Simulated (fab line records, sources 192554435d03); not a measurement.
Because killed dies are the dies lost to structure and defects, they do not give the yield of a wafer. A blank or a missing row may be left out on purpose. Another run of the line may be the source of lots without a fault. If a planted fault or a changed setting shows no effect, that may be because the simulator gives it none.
fab line records | flow n5-finfet
record lots=10 wafers=29 last-day=19
route steps=1938 shown BEOL_M8@1371 PASSIVATION@1936
lots untouched by any fault: they come from a run of this same line in which no faults occurred
start-h: hours from the record's first day to the start of the lot's first wafer shown | wait-h: hours since the lot's step before | " unchanged from the row above | L1.1+2: a single row standing in for several wafers | - no value, or no start given | * or withheld: withheld | < > ~ a bound
route shown NAME@n: names a module that has steps shown in the file, with the first one's number in the route | usual: mean/standard deviation taken from wafers without a fault | same: alike in all rows | chamber/n: place in a boat | sites: the reading at each site | _std_site: how widely they spread, as a standard deviation | _edge_site: inner sites' mean taken away from outer sites' mean | radius-mm: for every site, how far away it sits from the centre of the wafer | mask NAME#n: copy n | behind: the tool/chamber that last shaped the wafer | hold: the reason the lot was held/the length of the hold in hours/how it ended | device: the transistor (n, p or np) that didn't switch | end of line: the tests these same wafers got at the end of their route | a step given without rows: its recipe and nothing more | killed: dies lost to structure and defects at the first sort, not the wafer's yield | map: shows each die of a wafer: x if killed, . if not, _ if none is there
set.NAME: setting as actually run; set.NAME@STEP: the setting as run at that earlier step | model.NAME: the simulator's own value behind a step, which no gauge read
the route's steps for a sample of lots (tables are steps, rows are wafers)
services: the hour from which a tool's chamber was out of use, counted from the record's first day as start-h (under 0 if before that day), plus the number of hours and why
## steps
# step N5_BEOL_M8_ETCH_66
# recipe chemistry=N2/H2 target=SOC target-depth-a=800 overetch-a=160 mask-material=SiARC temp-c=40 time-s=120 ion-energy-ev=200 pressure-mtorr=30 source-w=840 bias-w=150 n2-flow-sccm=200 h2-flow-sccm=200
# usual drypump-motor-current-A=5.7/0.55 oes-product-au=0.60/0.064 rf-fwd-power-W=836.1/2.6 rf-vpp-V=523.1/2 showerhead-plenum-p-Torr=2.51/0.078 throttle-valve-pct=17.73/0.28
# columns lot.wafer tool chamber start-h wait-h drypump-motor-current-A oes-product-au rf-fwd-power-W rf-hours-counter-h rf-vpp-V showerhead-plenum-p-Torr throttle-valve-pct
L354.1 rie-diel-02 0 240.92 0.0 6.2 0.53 838.0 241 526.5 2.61 18.25
L354.3 " 2 " " 5.1 0.53 837.3 217 525.1 2.65 18.33
L354.6 " 3 " " 5.3 0.70 836.8 - 525.8 2.59 17.84
L355.4 rie-diel-06 3 244.51 0.0 4.8 0.66 836.3 56 522.9 2.48 17.38
L355.5 " 3 " " 4.8 0.66 835.7 - 521.8 2.48 17.38
L355.6 " 0 " " 5.3 0.56 836.5 - 526.7 2.62 18.02
L357.3 rie-diel-05 0 247.02 0.1 6.3 0.59 839.4 - 521.1 2.41 17.54
L357.4 " 1 " " 4.9 0.53 838.0 - 524.0 2.52 17.67
L357.5 " 1 " " 4.9 0.53 831.6 - 522.7 2.52 17.69
L358.2 rie-diel-05 1 253.56 0.0 4.9 0.52 837.6 214 523.8 2.52 17.70
L358.3 " 1 " " 4.9 0.53 838.9 - 521.5 2.52 17.71
L358.5 " 1 " " 4.9 0.54 836.6 - 522.6 2.52 17.70
L359.2 rie-diel-05 1 277.21 0.0 4.9 0.53 836.5 222 521.6 2.52 17.71
L359.3 " 2 " " 6.0 0.63 834.7 85 521.0 2.46 17.52
L359.6 " 2 " " 5.9 0.63 836.3 - 521.8 2.46 17.52
L361.1 rie-diel-05 1 284.55 0.0 4.9 0.52 833.0 225 521.7 2.52 17.72
L361.4 " 0 " " 6.3 0.58 837.1 161 523.2 2.41 17.57
L361.6 " 2 " " 5.9 0.63 837.7 - 522.2 2.46 17.51
L369.2 rie-diel-02 2 347.80 0.0 5.1 0.79 838.0 0 524.2 2.63 17.92
L369.4 " 0 " " 6.2 0.69 840.8 23 525.2 2.60 17.94
L369.6 " 2 " " 5.1 0.79 835.0 - 526.3 2.63 17.90
L371.2 rie-diel-06 2 347.89 0.0 5.5 0.64 837.0 62 525.2 2.57 17.65
L371.3 " 1 " " 6.4 0.59 837.7 133 524.4 2.57 17.62
L371.5 " 2 " " 5.4 0.64 835.9 - 526.2 2.57 17.64
L373.1 rie-diel-06 1 349.29 0.0 6.5 0.58 833.8 133 525.1 2.57 17.63
L373.3 " 2 " " 5.5 0.64 838.3 63 523.8 2.57 17.65
L373.5 " 2 " " 5.4 0.64 836.7 - 524.9 2.57 17.66
L374.4 rie-diel-02 3 378.42 0.0 5.3 0.64 835.0 66 525.1 2.57 17.92
L374.5 " 2 " " 5.1 0.74 832.7 - 524.6 2.63 17.93
# step N5_BEOL_M8_ETCH_41
# recipe chemistry=CH3F/O2 target=SiCN target-depth-a=319 taper-deg=2 time-s=57.8 ion-energy-ev=120 mask-material=TiN pressure-mtorr=30 source-w=395 bias-w=75 Ar_flow_sccm=150 CH3F_flow_sccm=30 O2_flow_sccm=20
# usual drypump-motor-current-A=5.6/0.55 oes-product-au=0.77/0.089 rf-fwd-power-W=392.0/1.2 rf-vpp-V=296.9/1.3 showerhead-plenum-p-Torr=1.98/0.051 throttle-valve-pct=16.31/0.23
# columns lot.wafer tool chamber start-h wait-h drypump-motor-current-A oes-product-au rf-fwd-power-W rf-hours-counter-h rf-vpp-V showerhead-plenum-p-Torr throttle-valve-pct
L354.1 rie-diel-02 0 - - 6.2 0.67 392.9 241 298.5 2.06 16.81
L354.3 " 2 " " 5.1 0.69 390.2 217 298.6 2.06 16.53
L354.6 " 3 " " 5.3 0.91 389.6 - 298.5 2.04 16.38
L355.4 rie-diel-06 3 - - 4.8 0.85 394.4 56 296.2 1.94 15.81
L355.5 " 3 " " 4.8 0.85 391.4 - 296.5 1.95 15.82
L355.6 " 0 " " 5.3 0.72 392.9 - 298.9 2.07 16.60
L357.3 rie-diel-05 0 - - 6.3 0.76 392.6 - 295.7 1.92 16.32
L357.4 " 1 " " 4.9 0.67 391.8 - 296.9 2.01 16.33
L357.5 " 1 " " 4.9 0.67 393.8 - 298.4 2.01 16.33
L358.2 rie-diel-05 1 - - 4.9 0.67 392.9 214 296.8 2.00 16.34
L358.3 " 1 " " 4.9 0.67 391.9 - 295.8 2.00 16.33
L358.5 " 1 " " 4.9 0.67 393.4 - 297.8 2.00 16.31
L359.2 rie-diel-05 1 - - 4.9 0.67 391.1 222 296.1 2.00 16.36
L359.3 " 2 " " 5.9 0.81 393.4 86 296.8 1.95 16.17
L359.6 " 2 " " 5.9 0.80 392.3 - 295.9 1.95 16.17
L361.1 rie-diel-05 1 - - 4.9 0.67 388.4 225 296.4 2.00 16.35
L361.4 " 0 " " 6.3 0.74 388.8 161 295.3 1.92 16.35
L361.6 " 2 " " 5.9 0.80 390.6 - 297.7 1.95 16.18
L369.2 rie-diel-02 2 - - 5.1 1.03 392.4 0 299.3 2.05 16.08
L369.4 " 0 " " 6.2 0.90 393.1 23 297.3 2.05 16.47
L369.6 " 2 " " 5.1 1.04 392.5 - 298.6 2.05 16.07
L371.2 rie-diel-06 2 - - 5.4 0.85 393.3 62 298.5 2.01 16.21
L371.3 " 1 " " 6.4 0.76 390.5 133 297.5 2.01 15.95
L371.5 " 2 " " 5.4 0.85 392.7 - 297.2 2.01 16.22
L373.1 rie-diel-06 1 - - 6.4 0.77 391.1 133 296.7 2.01 15.96
L373.3 " 2 " " 5.4 0.85 392.3 63 298.0 2.01 16.21
L373.5 " 2 " " 5.4 0.85 392.4 - 298.4 2.01 16.21
L374.4 rie-diel-02 3 - - 5.3 0.83 393.2 66 296.7 2.02 16.47
L374.5 " 2 " " 5.1 1.00 392.0 - 297.5 2.05 16.09
# step N5_BEOL_M8_STRIP_80
# recipe chemistry=N2/H2 time-s=10 power-w=450 temp-c=40 pressure-mtorr=20 rf-frequency-hz=6e+07 bias-power-w=7 n2-flow-sccm=200 h2-flow-sccm=200
# usual bias-power-w=7.000/0.019 drypump-motor-current-A=5.7/0.55 oes-product-au=0.78/0.085 rf-vpp-V=59.0/0.88 showerhead-plenum-p-Torr=2.51/0.078 throttle-valve-pct=23.5/0.4
# columns lot.wafer tool chamber start-h wait-h bias-power-w drypump-motor-current-A oes-product-au rf-hours-counter-h rf-vpp-V showerhead-plenum-p-Torr throttle-valve-pct
L354.1 rie-diel-02 0 - - 7.016 6.2 0.68 241 59.6 2.61 24.0
L354.3 " 2 " " 7.005 5.1 0.68 217 59.6 2.64 24.4
L354.6 " 3 " " 6.997 5.3 0.90 - 59.3 2.59 23.8
L355.4 rie-diel-06 3 - - 6.989 4.8 0.86 56 60.6 2.47 23.2
L355.5 " 3 " " 7.003 4.8 0.87 - 59.2 2.47 23.2
L355.6 " 0 " " 7.027 5.3 0.73 - 60.0 2.61 23.7
L357.3 rie-diel-05 0 - - 7.006 6.3 0.78 - 58.8 2.41 23.1
L357.4 " 1 " " 7.004 4.9 0.70 - 57.8 2.52 23.4
L357.5 " 1 " " 6.997 4.9 0.69 - 59.4 2.52 23.4
L358.2 rie-diel-05 1 - - 7.005 4.9 0.69 214 58.4 2.52 23.4
L358.3 " 1 " " 7.030 4.9 0.69 - 59.2 2.52 23.4
L358.5 " 1 " " 7.009 4.9 0.69 - 59.5 2.52 23.4
L359.2 rie-diel-05 1 - - 7.000 4.9 0.69 222 58.5 2.51 23.4
L359.3 " 2 " " 7.009 5.9 0.81 86 60.3 2.45 23.2
L359.6 " 2 " " 7.029 5.9 0.81 - 58.7 2.45 23.2
L361.1 rie-diel-05 1 - - 6.990 5.0 0.69 225 59.4 2.51 23.4
L361.4 " 0 " " 6.981 6.3 0.76 161 58.1 2.40 23.1
L361.6 " 2 " " 7.002 5.9 0.81 - 59.8 2.45 23.2
L369.2 rie-diel-02 2 - - 7.044 5.1 1.03 0 59.5 2.63 24.0
L369.4 " 0 " " 7.005 6.2 0.89 23 60.7 2.59 23.9
L369.6 " 2 " " 7.025 5.1 1.03 - 58.8 2.63 24.0
L371.2 rie-diel-06 2 - - 6.993 5.4 0.86 62 59.2 2.56 23.4
L371.3 " 1 " " 6.957 6.4 0.78 133 59.0 2.56 23.6
L371.5 " 2 " " 6.983 5.4 0.86 - 59.8 2.56 23.4
L373.1 rie-diel-06 1 - - 7.031 6.4 0.79 133 59.5 2.56 23.6
L373.3 " 2 " " 6.990 5.4 0.87 63 60.5 2.56 23.4
L373.5 " 2 " " 6.978 5.4 0.85 - 58.5 2.56 23.4
L374.4 rie-diel-02 3 - - 7.008 5.3 0.83 66 57.7 2.56 23.9
L374.5 " 2 " " 6.957 5.1 0.98 - 59.4 2.63 24.0
# step N5_BEOL_M8_ALD_77
# recipe material=TaN target-thk-a=20 temp-c=275 ald-precursor-family=PDMAT ald-co-reactant=NH3 pressure-torr=3 carrier-flow-sccm=1500 pulse-time-s=2 purge-time-s=3 co-reactant-purge-time-s=2 co-reactant-pulse-time-s=3 ald-cycles=40 precursor-vessel-temp-c=75 precursor-vessel-pressure-torr=26.25 precursor-vessel-carrier-sccm=1000
# usual heater-power-w=428/57 susceptor-temp-C=274.96/0.18
# same ald-cycles=40 pulse-time-s=2
# columns lot.wafer tool chamber start-h wait-h heater-power-w susceptor-temp-C
L354.1 ald-metal-02 1 241.98 0.1 387 274.66
L354.3 " 3 " " 403 275.21
L354.6 " 3 " " 400 275.27
L355.4 ald-metal-04 0 245.57 0.0 514 275.19
L355.5 " 2 " " 419 275.01
L355.6 " 1 " " 420 275.04
L357.3 ald-metal-04 1 248.51 0.0 416 275.00
L357.4 " 2 " " 416 274.93
L357.5 " 1 " " 419 274.91
L358.2 ald-metal-04 0 255.05 0.0 492 274.86
L358.3 " 2 " " 415 275.19
L358.5 " 2 " " 399 275.15
L359.2 ald-metal-02 1 278.25 0.0 396 274.93
L359.3 " 2 " " 345 274.83
L359.6 " 1 " " 394 274.62
L361.1 ald-metal-01 3 286.57 0.0 435 274.90
L361.4 " 1 " " 361 274.73
L361.6 " 1 " " 358 274.92
L369.2 ald-metal-04 0 349.86 0.0 504 271.98
L369.4 " 3 " " 399 271.86
L369.6 " 3 " " 382 271.98
L371.2 ald-metal-04 0 350.14 0.1 487 272.14
L371.3 " 3 " " 393 271.82
L371.5 " 2 " " 393 271.47
L373.1 ald-metal-01 1 350.75 0.1 365 275.05
L373.3 " 3 " " 454 274.81
L373.5 " 2 " " 527 275.27
L374.4 ald-metal-01 1 379.43 0.1 365 275.13
L374.5 " 1 " " 366 274.90
# step N5_PASSIVATION_PROBE_49
# usual defect-limited-yield=91.3/1.4 killed_at_M0_to_M3=36/10 killed_at_M4_up=13/5.4 killed-at-contacts=12/5.3 killed-at-front-end=39/10 killed-at-other=3.2/2.7 killed-dies=103/16 killed-open=68/13 killed-short=33/6.6 sort_bin_4_leakage=0.01/0.031 sort_bin_5_function=5.1/0.92 sort_bin_6_memory=3.3/0.68 sort_bin_8_speed=0.1/0.41 sort-n-pass=1077/17 sort-yield-pct=91.2/1.4
# same gross-dies=1180 killed-at-back-side=0
# columns lot.wafer tool chamber start-h wait-h defect-limited-yield[%] killed_at_M0_to_M3 killed_at_M4_up killed-at-contacts killed-at-front-end killed-at-other killed-dies killed-open killed-short sort_bin_4_leakage[%] sort_bin_5_function[%] sort_bin_6_memory[%] sort_bin_8_speed[%] sort-n-pass sort-yield-pct[%]
L371.3 prober-01 - 430.02 0.1 90.0 50 12 1 53 2 118 66 37 0 5.5 3.1 0 1062 90.0
# killed by level:class
L371.3 HKMG_FIN:area-etch=14 BEOL_M3:geometric-particle:open=12 BEOL_M1:geometric-particle:short=7 STI_FIN_REVEAL:geometric-particle:open=6 BEOL_M0_SAQP:geometric-particle:open=6 BEOL_M0_SAQP:geometric-particle:short=6 BEOL_M0:geometric-particle:open=6 BEOL_M1:geometric-particle:open=5
## services
# columns tool chamber start-h hours kind
rie-diel-05 3 228.10 - clean
rie-diel-05 3 228.10 - consumable-replace:esc
rie-diel-05 3 228.10 - consumable-replace:focus-ring
rie-diel-05 3 228.10 26.0 scheduled-down
rie-diel-05 3 228.10 26.0 vent-cycle
rie-diel-05 1 231.51 7.3 repair
ald-metal-04 - 269.51 0.6 repair
rie-diel-02 0 271.52 9.9 repair
rie-diel-02 0 281.47 - clean
rie-diel-02 0 281.47 - consumable-replace:focus-ring
rie-diel-02 0 281.47 15.5 scheduled-down
rie-diel-02 0 281.47 15.5 vent-cycle
rie-diel-02 3 287.60 16.7 repair
ald-metal-01 3 296.26 10.0 repair
rie-diel-02 2 321.25 - clean
rie-diel-02 2 321.25 - consumable-replace:focus-ring
rie-diel-02 2 321.25 26.4 scheduled-down
rie-diel-02 2 321.25 26.4 vent-cycle
rie-diel-02 1 334.26 5.1 repair
ald-metal-02 - 337.49 14.0 pm
ald-metal-02 0 337.49 14.0 vent-cycle
ald-metal-04 - 340.87 6.0 pm
ald-metal-01 - 368.33 6.0 pm
rie-diel-05 2 374.65 24.2 repair
## key
first-sign step=N5_BEOL_M8_ALD_77 reading=susceptor-temp-C direction=down sigmas=17 usual=* struck=*
effect none on later readings
met-at N5_BEOL_M8_ALD_77
struck-lots L369,L371
baseline-loss step=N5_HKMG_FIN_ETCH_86 wafers=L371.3
not-acting-at N5_BEOL_M8_ETCH_66,N5_BEOL_M8_ETCH_41,N5_BEOL_M8_STRIP_80
onset-between 255.05 349.86
fault kind=process-parameter-drift tool=ald-metal-04 chamber=- onset-h=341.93 steps=N5_BEOL_M8_ALD_77 channel=temp-c offset=* shape=step end-h=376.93 acts-in=* stated=*
# baseline-loss: these wafers lose ten dies or more at that step, a loss of the line's own and not of a fault; the sort's usual values leave them out
